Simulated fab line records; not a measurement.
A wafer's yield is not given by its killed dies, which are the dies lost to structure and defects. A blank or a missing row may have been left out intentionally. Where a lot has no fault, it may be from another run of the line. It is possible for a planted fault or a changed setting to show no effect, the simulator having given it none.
Which tool was responsible? / flow nand harc / route of 1159 steps, sampled at 1 step: 7 lots, 21 wafers

## WHAT THE GAUGES SHOWED, per wafer
NHARC_P_ZERO_WELL_CD_MEAS_24 targets a cd of 720 nm.
lot=L157; measured=day 1 20:29; on=cd sem-03; cd nm (nm)=717.2 721.8 719.4
lot=L162; measured=day 3 02:36; on=cd sem-01; cd nm (nm)=720.4 719.8 721.2
lot=L164; measured=day 3 14:20; on=cd sem-03; cd nm (nm)=716.0 719.3 714.0
lot=L166; measured=day 4 02:27; on=cd sem-02; cd nm (nm)=719.9 718.3 720.3
lot=L170; measured=day 5 02:30; on=cd sem-01; cd nm (nm)=716.5 718.7 717.6
lot=L174; measured=day 6 02:38; on=cd sem-03; cd nm (nm)=721.1 724.0 719.6
lot=L179; measured=day 7 08:41; on=cd sem-02; cd nm (nm)=715.6 715.6 715.0

## EACH LOT AND THE TOOL THAT RAN IT (in order: tool; ch and the chambers of the sampled wafers; start)
There is no process step in the record ahead of these readings.

## THE ANSWER, worked out from the rows above alone
Rule: usual is defined by the lots themselves. The widest of any qualifying gaps counts: lots, ordered by their means at a reading, are off when they make up no more than a third of the lots, leave a main group of 4 or more, and stand apart from it by 3 or more times the standard deviation of that group's means. A main group whose means are all the same, to the digits that the tables above print for the reading, isn't used. Also off: a lot with no number at a reading for which 4 or more lots have one. All remaining lots with rows at the step are treated as sound.
None of the lots is off at any reading shown; this tells nothing.

## WHAT THE SIMULATOR HAD INSERTED
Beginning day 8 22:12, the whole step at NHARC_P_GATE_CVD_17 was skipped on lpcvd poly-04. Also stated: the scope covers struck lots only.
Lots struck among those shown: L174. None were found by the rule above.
